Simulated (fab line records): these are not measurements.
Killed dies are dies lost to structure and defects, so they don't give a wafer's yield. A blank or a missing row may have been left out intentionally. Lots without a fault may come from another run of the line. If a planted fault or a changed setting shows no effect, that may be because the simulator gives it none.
Matching of chambers | flow nandHarc | 4 sister chambers for NHARC_P_BONDPAD_CMP_19 on cmp-03
The step polishes, t overpolish 30 s, cu recess touch 16 s, target thk 160.81 nm. 16 wafers are shown with their chamber, then 8 later ones without.

## WAFERS WITH THEIR CHAMBER
wafer  | chamber | motorCurrentA (A) | overpolishRunS (s) | slurryFlowMlMin
L076.1 | 1       | 13.8              | 29.998             | 149.7
L076.4 | 3       | 10.8              | 30.003             | 150.4
L076.6 | 0       | 12.9              | 30.001             | 150.3
L083.2 | 0       | 12.8              | 29.993             | 149.3
L083.3 | 3       | 10.4              | 29.999             | 149.4
L083.5 | 0       | 12.6              | 30.008             | 150.1
L085.1 | 3       | 10.1              | 29.993             | 150.2
L085.2 | 2       | 10.7              | 30.005             | 150.6
L085.3 | 0       | 13.1              | 29.997             | 149.7
L086.1 | 0       | 13.5              | 30.003             | 150.5
L086.2 | 1       | 13.5              | 29.993             | 149.6
L086.6 | 3       | 10.1              | 30.016             | 149.5
L088.1 | 2       | 10.4              | 30.001             | 149.6
L088.3 | 3       | 9.8               | 29.993             | 150.1
L088.5 | 0       | 14.2              | 29.995             | 150.0
L091.2 | 0       | 13.4              | 29.999             | 148.7

SIGNATURES (means of the wafers above)
reading         | chamber 0 | chamber 1 | chamber 2 | chamber 3 | scatter within a chamber
motorCurrentA   | 13.214    | 13.650    | 10.550    | 10.240    | 0.448
overpolishRunS  | 29.99943  | 29.99550  | 30.00300  | 30.00080  | 0.00669
slurryFlowMlMin | 149.800   | 149.650   | 150.100   | 149.920   | 0.55
Rule: a wafer lies at a distance from a chamber equal to the root of the sum of squares, over the readings, of (its reading less the chamber's mean, divided by the reading's scatter). If the next closest chamber is less than 2 further off than the closest, the wafer can't be placed; otherwise it belongs to the closest. The scatter is the square root of a quotient: the sum, over the shown wafers, of each reading's squared deviation from its chamber's mean, divided by wafers minus chambers.

## WAFERS MISSING THEIR CHAMBER
wafer  | motorCurrentA (A) | overpolishRunS (s) | slurryFlowMlMin
L091.3 | 13.8              | 30.007             | 151.0
L091.5 | 13.0              | 30.003             | 150.1
L093.2 | 10.4              | 29.989             | 150.4
L093.4 | 13.3              | 29.992             | 149.1
L093.5 | 10.5              | 29.986             | 150.3
L097.1 | 12.6              | 29.999             | 148.8
L097.5 | 10.7              | 30.002             | 149.8
L097.6 | 10.8              | 30.010             | 150.4

## CHAMBER TAKEN BY EACH
wafer  | from the rows above     | in truth
L091.3 | can't be placed: 0 or 1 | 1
L091.5 | can't be placed: 0 or 1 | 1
L093.2 | can't be placed: 3 or 2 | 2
L093.4 | can't be placed: 1 or 0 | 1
L093.5 | can't be placed: 3 or 2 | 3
L097.1 | can't be placed: 0 or 1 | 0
L097.5 | can't be placed: 2 or 3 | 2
L097.6 | can't be placed: 2 or 3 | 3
Correct placement for 0 of the 8. Not placeable from these rows: 8 (in 8, the candidates include the true chamber). Placed wrongly: 0.
